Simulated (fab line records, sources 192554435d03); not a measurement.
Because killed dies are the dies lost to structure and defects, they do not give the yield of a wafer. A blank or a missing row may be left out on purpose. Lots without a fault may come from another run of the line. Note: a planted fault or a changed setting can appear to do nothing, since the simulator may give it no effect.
The tool behind it: which one? | flow n5 finfet | 10 lots, 30 wafers sampled, at 5 steps of a route of 1938

WHAT EACH GAUGE READ, for each wafer
N5_BEOL_M4_RC_MEAS_101.
lot  | measured     | on        | DIBL_N (mV/V)
L468 | day 8 00:23  | prober-02 | 38.1 40.4 37.6
L469 | day 7 19:20  | prober-01 | 38.4 36.5 39.9
L471 | day 8 17:16  | prober-01 | 36.2 34.6 33.8
L476 | day 10 03:54 | prober-01 | 39.1 37.8 36.3
L477 | day 10 06:16 | prober-02 | 37.2 37.7 37.5
L481 | day 11 05:46 | prober-02 | 34.8 37.4 38.5
L488 | day 13 05:11 | prober-02 | 38.6 39.7 40.7
L489 | day 13 10:32 | prober-01 | 35.9 34.5 38.4
L490 | day 13 12:23 | prober-02 | 38.9 36.0 34.5
L491 | day 13 19:59 | prober-02 | 41.6 37.2 38.0

WHAT TOOL EACH LOT RAN ON (gives the tool, then ch and the chambers of the sampled wafers, and finally the start)
lot  | N5_HKMG_FIN_STRIP_88                | N5_HKMG_FIN_ALD_72            | N5_HKMG_FIN_W_FILL_22         | N5_HKMG_FIN_CMP_23
L468 | plasma asher-01 ch 0,1, day 4 05:13 | cvd w-02 ch 0, day 4 07:11    | cvd w-02 ch 0, day 4 07:14    | cmp-04 ch 1,2,3, day 4 07:27
L469 | plasma asher-01 ch 0,1, day 4 08:47 | cvd w-01 ch 0,1, day 4 10:43  | cvd w-01 ch 0,1, day 4 10:47  | cmp-02 ch 0,3, day 4 10:54
L471 | plasma asher-01 ch 0,1, day 4 21:51 | cvd w-01 ch 0,1, day 4 23:54  | cvd w-01 ch 0,1, day 4 23:58  | cmp-02 ch 1,2, day 5 00:04
L476 | plasma asher-01 ch 0,1, day 6 08:26 | cvd w-01 ch 0,1, day 6 10:17  | cvd w-01 ch 0,1, day 6 10:20  | cmp-04 ch 1,2,3, day 6 10:35
L477 | plasma asher-02 ch 0,1, day 6 14:55 | cvd w-01 ch 0,1, day 6 16:58  | cvd w-01 ch 0,1, day 6 17:02  | cmp-03 ch 0,2,3, day 6 17:17
L481 | plasma asher-01 ch 0,1, day 7 12:51 | cvd w-02 ch 0,1, day 7 14:53  | cvd w-02 ch 0,1, day 7 14:56  | cmp-03 ch 0,3, day 7 15:08
L488 | plasma asher-02 ch 0,1, day 9 05:02 | cvd w-02 ch 0, day 9 06:58    | cvd w-02 ch 0, day 9 07:02    | cmp-03 ch 2,3, day 9 07:13
L489 | plasma asher-02 ch 0,1, day 9 11:33 | cvd w-02 ch 0,1, day 9 13:28  | cvd w-02 ch 0,1, day 9 13:32  | cmp-02 ch 0,1,3, day 9 13:48
L490 | plasma asher-01 ch 1, day 9 17:01   | cvd w-02 ch 0, day 9 18:57    | cvd w-02 ch 0, day 9 19:01    | cmp-03 ch 2,3, day 9 19:11
L491 | plasma asher-01 ch 0,1, day 9 23:08 | cvd w-01 ch 0,1, day 10 01:14 | cvd w-01 ch 0,1, day 10 01:19 | cmp-03 ch 1,2,3, day 10 01:35
- N5_HKMG_FIN_STRIP_88: strips in N2/H2, time 360 s.
- N5_HKMG_FIN_ALD_72: deposits W, target thk 2 nm, pulse time 1 s, purge time 2 s.
- N5_HKMG_FIN_W_FILL_22: material W, target thk 60 nm, time 18.2 s.
- N5_HKMG_FIN_CMP_23: polishes, stops on SiNx, t overpolish 10 s, target thk 46.326 nm.

THE ANSWER, worked out from the rows above alone
Rule: the usual values come from the lots themselves. Put in order of their means at a reading, lots are off if they are a third of the lots or fewer, leave a main group of 4 or more, and stand apart from it by a gap of 3 or more times the standard deviation of the main group's means; of several such gaps the widest counts. A main group is skipped when, at the precision printed for the reading in the tables above, its means are all equal. Also off: a lot with no number at a reading for which 4 or more lots have one. The other lots that the step has rows for count as sound.
None of the lots is off at any reading shown; this tells nothing.

WHAT THE SIMULATOR HAD INSERTED
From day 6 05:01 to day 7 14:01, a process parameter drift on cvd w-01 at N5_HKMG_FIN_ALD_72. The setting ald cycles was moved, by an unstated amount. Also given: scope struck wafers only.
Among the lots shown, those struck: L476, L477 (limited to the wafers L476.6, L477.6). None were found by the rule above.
